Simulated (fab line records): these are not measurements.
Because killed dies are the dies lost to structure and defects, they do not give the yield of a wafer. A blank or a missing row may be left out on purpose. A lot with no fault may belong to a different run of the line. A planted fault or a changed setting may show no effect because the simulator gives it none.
Lot-split experiment / flow n5Finfet / 21 wafers read from 7 lots, route of 1938 steps

ABOUT THE SPLIT
At N5_MIM_TOP_ALD_01 (deposits HfO2, target thk 5.6 nm, pulse time 1 s, purge time 3 s), the setting aldCycles was moved away from the recipe's 62 on 5 of the 21 wafers read, by -11.3% to -8.1%. For the rest of the wafers, this setting stayed at what the recipe calls for.

Reading taken at the split's own step.

THE READING
HfO2_of_MIM_TOP_ALD_01.thkNm (the simulator's own value, which no gauge read), in nm, at N5_MIM_TOP_ALD_01 (deposits HfO2, target thk 5.6 nm, pulse time 1 s, purge time 3 s). The file gives no usual value for it.

wafer=L078.4; tool, chamber at the split=aldHk-02, 0,2; aldCycles as run=62; against the recipe=recipe; HfO2_of_MIM_TOP_ALD_01.thkNm, nm=5.6; against lot-mates on the recipe=-
wafer=L078.6; tool, chamber at the split=aldHk-02, 0,2; aldCycles as run=62; against the recipe=recipe; HfO2_of_MIM_TOP_ALD_01.thkNm, nm=5.6; against lot-mates on the recipe=-
wafer=L078.5; tool, chamber at the split=aldHk-02, 3; aldCycles as run=57; against the recipe=-8.1%; HfO2_of_MIM_TOP_ALD_01.thkNm, nm=5.2; against lot-mates on the recipe=-0.4
wafer=L080.3; tool, chamber at the split=aldHk-03, 2,3,3; aldCycles as run=62; against the recipe=recipe; HfO2_of_MIM_TOP_ALD_01.thkNm, nm=5.6; against lot-mates on the recipe=-
wafer=L080.4; tool, chamber at the split=aldHk-03, 2,3,3; aldCycles as run=62; against the recipe=recipe; HfO2_of_MIM_TOP_ALD_01.thkNm, nm=5.6; against lot-mates on the recipe=-
wafer=L080.5; tool, chamber at the split=aldHk-03, 2,3,3; aldCycles as run=62; against the recipe=recipe; HfO2_of_MIM_TOP_ALD_01.thkNm, nm=5.6; against lot-mates on the recipe=-
wafer=L081.1; tool, chamber at the split=aldHk-01, 2,0; aldCycles as run=55; against the recipe=-11.3%; HfO2_of_MIM_TOP_ALD_01.thkNm, nm=5; against lot-mates on the recipe=-0.6
wafer=L081.5; tool, chamber at the split=aldHk-01, 2,0; aldCycles as run=55; against the recipe=-11.3%; HfO2_of_MIM_TOP_ALD_01.thkNm, nm=5; against lot-mates on the recipe=-0.6
wafer=L081.2; tool, chamber at the split=aldHk-01, 1; aldCycles as run=62; against the recipe=recipe; HfO2_of_MIM_TOP_ALD_01.thkNm, nm=5.6; against lot-mates on the recipe=-
wafer=L084.1; tool, chamber at the split=aldHk-03, 3,0; aldCycles as run=62; against the recipe=recipe; HfO2_of_MIM_TOP_ALD_01.thkNm, nm=5.6; against lot-mates on the recipe=-
wafer=L084.4; tool, chamber at the split=aldHk-03, 3,0; aldCycles as run=62; against the recipe=recipe; HfO2_of_MIM_TOP_ALD_01.thkNm, nm=5.6; against lot-mates on the recipe=-
wafer=L084.5; tool, chamber at the split=aldHk-03, 2; aldCycles as run=55; against the recipe=-11.3%; HfO2_of_MIM_TOP_ALD_01.thkNm, nm=5; against lot-mates on the recipe=-0.6
wafer=L093.1; tool, chamber at the split=aldHk-02, 0,3,3; aldCycles as run=62; against the recipe=recipe; HfO2_of_MIM_TOP_ALD_01.thkNm, nm=5.6; against lot-mates on the recipe=-
wafer=L093.3; tool, chamber at the split=aldHk-02, 0,3,3; aldCycles as run=62; against the recipe=recipe; HfO2_of_MIM_TOP_ALD_01.thkNm, nm=5.6; against lot-mates on the recipe=-
wafer=L093.6; tool, chamber at the split=aldHk-02, 0,3,3; aldCycles as run=62; against the recipe=recipe; HfO2_of_MIM_TOP_ALD_01.thkNm, nm=5.6; against lot-mates on the recipe=-
wafer=L096.3; tool, chamber at the split=aldHk-02, 2; aldCycles as run=57; against the recipe=-8.1%; HfO2_of_MIM_TOP_ALD_01.thkNm, nm=5.2; against lot-mates on the recipe=-0.4
wafer=L096.4; tool, chamber at the split=aldHk-02, 0,3; aldCycles as run=62; against the recipe=recipe; HfO2_of_MIM_TOP_ALD_01.thkNm, nm=5.6; against lot-mates on the recipe=-
wafer=L096.5; tool, chamber at the split=aldHk-02, 0,3; aldCycles as run=62; against the recipe=recipe; HfO2_of_MIM_TOP_ALD_01.thkNm, nm=5.6; against lot-mates on the recipe=-
wafer=L097.1; tool, chamber at the split=aldHk-02, 0,2,3; aldCycles as run=62; against the recipe=recipe; HfO2_of_MIM_TOP_ALD_01.thkNm, nm=5.6; against lot-mates on the recipe=-
wafer=L097.3; tool, chamber at the split=aldHk-02, 0,2,3; aldCycles as run=62; against the recipe=recipe; HfO2_of_MIM_TOP_ALD_01.thkNm, nm=5.6; against lot-mates on the recipe=-
wafer=L097.6; tool, chamber at the split=aldHk-02, 0,2,3; aldCycles as run=62; against the recipe=recipe; HfO2_of_MIM_TOP_ALD_01.thkNm, nm=5.6; against lot-mates on the recipe=-
Where a row lists several chambers, the file gives one row for several wafers and doesn't say which wafer went through which chamber.

FIT RESULTS
A straight line over all 21 wafers: HfO2_of_MIM_TOP_ALD_01.thkNm changes by +0.0523 nm for each +1% of aldCycles; r = +1.00; the points scatter about the line by 0.008 nm.
The same after taking each lot's own level away (the mean of its wafers on the recipe; 21 wafers): +0.0523 nm for each +1%; r = +1.00; scatter 0.008 nm.
According to that fit, moving aldCycles by its largest amount changes the reading by 0.59 nm.
The lots' own levels span 5.60 to 5.60 nm.
Hence the lot-to-lot level has little effect on the slope; both slopes agree.
Check: -0.587 nm against its lot-mates is what the line predicts for one of the wafers moved furthest among these (-11.3%) when that wafer is left out of the fit. Against them it came out at -0.6 nm.

FURTHER SPLITS ON THESE WAFERS
Before the reading, these wafers also passed through other splits. Each is held against what the fit with the lots' levels taken away leaves over:
other split on the same wafers=N5_BEOL_M13_COAT_58 spinRpm; wafers away from the commonest value=9; r with HfO2_of_MIM_TOP_ALD_01.thkNm (lot level and that fit taken away)=+0.02
other split on the same wafers=N5_BEOL_M13_SPUTTER_43 timeS; wafers away from the commonest value=10; r with HfO2_of_MIM_TOP_ALD_01.thkNm (lot level and that fit taken away)=+0.43
other split on the same wafers=N5_BEOL_M14_SPUTTER_43 powerW; wafers away from the commonest value=9; r with HfO2_of_MIM_TOP_ALD_01.thkNm (lot level and that fit taken away)=-0.07
other split on the same wafers=N5_BEOL_M14_DEP_53 timeS; wafers away from the commonest value=8; r with HfO2_of_MIM_TOP_ALD_01.thkNm (lot level and that fit taken away)=-0.12

THE FILE'S OWN FIT
HfO2_of_MIM_TOP_ALD_01.thkNm changes by +0.0519 nm for each +1% of aldCycles, r = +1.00.
